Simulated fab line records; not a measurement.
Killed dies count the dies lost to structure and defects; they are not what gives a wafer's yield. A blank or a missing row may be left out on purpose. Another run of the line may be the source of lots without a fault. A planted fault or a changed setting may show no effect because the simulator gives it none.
Lot-split experiment | flow n5_finfet | route with 1938 steps; 7 lots, 21 wafers read

## THE SPLIT ITSELF
At N5_BEOL_M10_DESCUM_16 (chemistry O2, time 7.9 s), the setting time_s was moved away from the recipe's 7.9 s on 4 of the 21 wafers read, by -21.2% to +12.7%. This setting was run at the recipe's value on the other wafers.

Between the split and the reading, the file records no step.

## THE READING
CAR-ArF_of_BEOL_M10_COAT_05.thk_nm (the simulator's own value, which no gauge read), in nm, at N5_BEOL_M10_ETCH_61 (etches SiARC in CF4, target depth 39 nm, time 65 s). No usual value for it is given in the file. The 17 wafers here that ran the recipe average 55.5 nm, standard deviation 0.28 nm.

wafer  | tool, chamber at the split | time_s as run, s | against the recipe | CAR-ArF_of_BEOL_M10_COAT_05.thk_nm, nm | against lot-mates on the recipe
L080.1 | rie_diel-03, 1             | 7.9              | recipe             | 55.2                                   | -
L080.3 | rie_diel-03, 2             | 7.9              | recipe             | 55.4                                   | -
L080.6 | rie_diel-03, 1             | 7.9              | recipe             | 55.4                                   | -
L083.4 | rie_diel-01, 1             | 7.9              | recipe             | 55                                     | -
L083.6 | rie_diel-01, 2,3           | 7.9              | recipe             | 55                                     | -
L083.5 | rie_diel-01, 2,3           | 7.9              | recipe             | 55.2                                   | -
L081.1 | rie_diel-04, 3             | 7.9              | recipe             | 55.4                                   | -
L081.4 | rie_diel-04, 0             | 8.903            | +12.7%             | 55                                     | -0.4
L081.6 | rie_diel-04, 1             | 8.903            | +12.7%             | 54.8                                   | -0.6
L082.2 | rie_diel-04, 2,0           | 7.9              | recipe             | 55.6                                   | -
L082.4 | rie_diel-04, 0             | 8.8              | +11.4%             | 55                                     | -0.5
L082.5 | rie_diel-04, 2,0           | 7.9              | recipe             | 55.4                                   | -
L089.2 | rie_diel-03, 1,0           | 7.9              | recipe             | 55.6                                   | -
L089.3 | rie_diel-03, 3             | 7.9              | recipe             | 55.8                                   | -
L089.4 | rie_diel-03, 1,0           | 7.9              | recipe             | 55.4                                   | -
L093.1 | rie_diel-04, 3             | 7.9              | recipe             | 55.6                                   | -
L093.5 | rie_diel-04, 3             | 7.9              | recipe             | 55.6                                   | -
L093.4 | rie_diel-04, 0             | 7.9              | recipe             | 55.4                                   | -
L094.2 | rie_diel-03, 1             | 6.229            | -21.2%             | 57                                     | +1.1
L094.3 | rie_diel-03, 3             | 7.9              | recipe             | 56.2                                   | -
L094.6 | rie_diel-03, 3             | 7.9              | recipe             | 55.6                                   | -
The file does not say which wafer passed through which chamber wherever a row lists several chambers: such a row stands for several wafers.

FIT RESULTS
A straight line over all 21 wafers: CAR-ArF_of_BEOL_M10_COAT_05.thk_nm changes by -0.0586 nm for each +1% of time_s; r = -0.82; the points scatter about the line by 0.28 nm.
The same after taking each lot's own level away (the mean of its wafers on the recipe; 21 wafers): -0.0466 nm for each +1%; r = -0.91; scatter 0.15 nm.
According to that fit, moving time_s by its largest amount changes the reading by 0.99 nm.
From 55.07 to 55.90 nm: that is the span of the lots' own levels, equal to 3.0 times the standard deviation above.
So the lot-to-lot level changes the slope: the two fits differ.
Check: for one of the wafers moved furthest among these (-21.2%), held out of the fit, the line's prediction against its lot-mates is +0.86 nm. It came out at +1.1 nm against them.

## ADDITIONAL SPLITS CARRIED BY THESE WAFERS
These wafers also went through other splits before the reading. Each is held against what the fit with the lots' levels taken away leaves over:
other split on the same wafers   | wafers away from the commonest value | r with CAR-ArF_of_BEOL_M10_COAT_05.thk_nm (lot level and that fit taken away)
N5_BEOL_M9_COAT_60 spin_rpm      | 10                                   | -0.04
N5_BEOL_M9_ETCH_66 bias_w        | 6                                    | +0.21
N5_BEOL_M9_TRENCH_ETCH_37 time_s | 7                                    | +0.35

## THE WHOLE CHAIN: every reading that the file lists as answering this split, in the file's order
step                  | what it does                                       | reading                                                                             | change (the file's fit)                | r (the file's)
N5_BEOL_M10_DESCUM_16 | chemistry O2, time 7.9 s                           | CAR-ArF_of_BEOL_M10_COAT_05.thk_nm (the simulator's own value, which no gauge read) | -0.0494 nm for each +1% of the setting | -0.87
N5_BEOL_M10_ETCH_61   | etches SiARC in CF4, target depth 39 nm, time 65 s | CAR-ArF_of_BEOL_M10_COAT_05.thk_nm (the simulator's own value, which no gauge read) | -0.0478 nm for each +1% of the setting | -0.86

## THE FILE'S OWN FIT
CAR-ArF_of_BEOL_M10_COAT_05.thk_nm changes by -0.0478 nm for each +1% of time_s, r = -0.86.
